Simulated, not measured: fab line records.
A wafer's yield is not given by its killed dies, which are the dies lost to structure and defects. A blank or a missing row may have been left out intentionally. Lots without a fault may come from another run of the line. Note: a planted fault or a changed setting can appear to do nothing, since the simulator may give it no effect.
3 desks looking at one fault / flow n5-finfet / only its own numbers are on each desk; what lay behind them is given at the end

## THE DEFECT DESK
Counts from the inspections along the route, per lot, as means over the sampled wafers that have a number. A lot is out of limits, marked OUT, if its mean lies more than 4 standard deviations from the usual mean; the brackets give that distance.
Columns: A = raw-defect-count at N5_DUMMY_GATE_INSPECT_27, usual 289; B = raw-defect-count at N5_SPACER0_INSPECT_04, usual 140
lot=L731; first seen here=day 3 11:47; A=295; B=128
lot=L733; first seen here=day 4 01:47; A=332; B=161
lot=L734; first seen here=day 4 07:07; A=244; B=122
lot=L737; first seen here=day 4 23:43; A=242; B=137
lot=L738; first seen here=day 5 06:04; A=250; B=162
lot=L740; first seen here=day 5 20:13; A=275; B=120
lot=L745; first seen here=day 6 23:41; A=299; B=115
lot=L748; first seen here=day 7 17:26; A=306; B=129
lot=L749; first seen here=day 8 02:19; A=247; B=132
lot=L751; first seen here=day 8 13:15; A=277; B=192
This desk's finding: nothing out of limits on any of the 10 lots.

## METROLOGY DESK
What the gauges read, lot by lot, whatever tool the lot ran on: means of the sampled wafers that have a number. A lot is out of limits, marked OUT, if its mean lies more than 4 standard deviations from the usual mean; the brackets give that distance. Readings shown: 7 of its 10, picked as those furthest out on some lot.
Columns: A = DIBL_N at N5_BEOL_M4_RC_MEAS_101, usual 35.8 mV/V; B = DIBL_P at N5_BEOL_M4_RC_MEAS_101, usual 35.6 mV/V; C = ION_P at N5_BEOL_M4_RC_MEAS_101, usual 462 uA/um; D = SS_N at N5_BEOL_M4_RC_MEAS_101, usual 71.2 mV/dec; E = SS_P at N5_BEOL_M4_RC_MEAS_101, usual 73.1 mV/dec; F = VT_N at N5_BEOL_M4_RC_MEAS_101, usual 251 mV; G = VT_P at N5_BEOL_M4_RC_MEAS_101, usual -251 mV
lot=L731; first seen here=day 8 00:16; A=35.1; B=35.3; C=468; D=71.8; E=73.0; F=251; G=-248
lot=L734; first seen here=day 9 04:34; A=37.4; B=36.6; C=463; D=71.7; E=73.6; F=248; G=-252
lot=L733; first seen here=day 9 07:14; A=36.1; B=37.9; C=463; D=71.3; E=72.9; F=251; G=-255
lot=L737; first seen here=day 9 12:13; A=35.5; B=34.2; C=465; D=71.2; E=73.0; F=252; G=-248
lot=L738; first seen here=day 10 02:16; A=35.2; B=34.9; C=464; D=70.7; E=72.9; F=252; G=-248
lot=L740; first seen here=day 10 15:32; A=35.0; B=34.8; C=461; D=71.3; E=72.4; F=250; G=-251
lot=L745; first seen here=day 11 22:31; A=35.0; B=34.9; C=458; D=71.2; E=72.9; F=253; G=-254
lot=L748; first seen here=day 12 09:55; A=36.4; B=35.7; C=456; D=71.3; E=73.1; F=251; G=-254
lot=L749; first seen here=day 12 19:14; A=37.7; B=35.0; C=452; D=71.9; E=73.6; F=250; G=-253
lot=L751; first seen here=day 13 18:52; A=36.5; B=35.2; C=468; D=71.3; E=72.3; F=250; G=-248
This desk's finding: nothing out of limits on any of the 10 lots.

## FOR THE TOOL OWNER'S DESK: litho-track-03
The tool's own readings at N5_SD_EPI_N_COAT_32 (time 60 s, resist thk 350 nm): means of the sampled wafers that have a number, for each lot that ran on this tool. A lot is out of limits, marked OUT, if its mean lies more than 4 standard deviations from the usual mean; the brackets give that distance.
Columns: A = heater-power-total-W at N5_SD_EPI_N_COAT_32, usual 500.5 W; B = spin-speed-rpm at N5_SD_EPI_N_COAT_32, usual 1499.9 rpm
lot=L731; first seen here=day 3 12:25; A=500.2; B=1499.6
lot=L734; first seen here=day 4 08:44; A=502.4; B=1499.4
lot=L737; first seen here=day 5 00:20; A=499.4; B=1356.1 (-99 or more) OUT
lot=L740; first seen here=day 5 20:50; A=499.9; B=1356.2 (-99 or more) OUT
This desk's finding: out of limits on L737, L740; first on L737, day 5 00:20 (spin-speed-rpm at N5_SD_EPI_N_COAT_32). In limits: L731, L734.

## BROUGHT TOGETHER
At day 5 00:20, on L737, L740, the tool owner's desk was in a position to raise an alarm.
Nothing the defect desk looked at was out of limits.
Metrology desk: nothing out of limits seen.
The defect desk has L737, L740 on record, within its limits.
The metrology desk holds a record of L737, L740, inside its limits.
Of the lots named, all ran N5_SD_EPI_N_COAT_32 on litho-track-03.

## WHAT THE SIMULATOR PUT IN
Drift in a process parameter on litho-track-03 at N5_SD_EPI_N_COAT_32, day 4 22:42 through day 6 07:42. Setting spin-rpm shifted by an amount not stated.
Shown lots that were struck: L737, L740.
Hours from the fault's start to each desk's first reading out of limits: the tool owner's desk, 2.
